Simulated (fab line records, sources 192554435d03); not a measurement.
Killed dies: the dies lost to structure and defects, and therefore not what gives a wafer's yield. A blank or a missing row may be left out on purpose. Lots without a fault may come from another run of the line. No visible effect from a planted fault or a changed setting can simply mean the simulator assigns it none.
The tool behind it: which one? / flow n5_finfet / 36 wafers sampled from 12 lots at 1 step of a route of 1938

## WHAT THE GAUGES READ, wafer by wafer
N5_BEOL_M5_INSPECT_58: inspects for defects (darkfield).
lot=L075; measured=day 8 15:31; on=defect_inspect-02; raw_defect_count=114 58 73
lot=L077; measured=day 9 05:31; on=defect_inspect-01; raw_defect_count=61 120 62
lot=L080; measured=day 9 21:58; on=defect_inspect-02; raw_defect_count=69 94 56
lot=L081; measured=day 10 07:13; on=defect_inspect-02; raw_defect_count=81 90 56
lot=L084; measured=day 10 17:43; on=defect_inspect-02; raw_defect_count=45 75 45
lot=L085; measured=day 11 03:23; on=defect_inspect-01; raw_defect_count=86 68 72
lot=L087; measured=day 12 04:44; on=defect_inspect-02; raw_defect_count=69 43 46
lot=L090; measured=day 12 09:29; on=defect_inspect-01; raw_defect_count=51 96 63
lot=L089; measured=day 12 13:27; on=defect_inspect-02; raw_defect_count=68 60 92
lot=L093; measured=day 13 08:35; on=defect_inspect-01; raw_defect_count=42 84 42
lot=L096; measured=day 14 00:08; on=defect_inspect-02; raw_defect_count=110 86 61
lot=L097; measured=day 14 20:10; on=defect_inspect-02; raw_defect_count=75 62 77

## TOOL THAT RAN EACH LOT (tool first, then ch and the chambers of the sampled wafers, then the start)
No process step before these readings appears in the record.

## THE ANSWER, worked out from the rows above alone
Rule: the usual values come from the lots themselves. Put in order of their means at a reading, lots are off if they are a third of the lots or fewer, leave a main group of 4 or more, and stand apart from it by a gap of 3 or more times the standard deviation of the main group's means; of several such gaps the widest counts. A main group whose means are all the same, to the digits that the tables above print for the reading, isn't used. Also off: a lot with no number at a reading for which 4 or more lots have one. Where the step has rows for the other lots, those lots are counted as sound.
No lot is off on any of the readings shown, so nothing can be concluded from this.

## WHAT WAS PUT IN BY THE SIMULATOR
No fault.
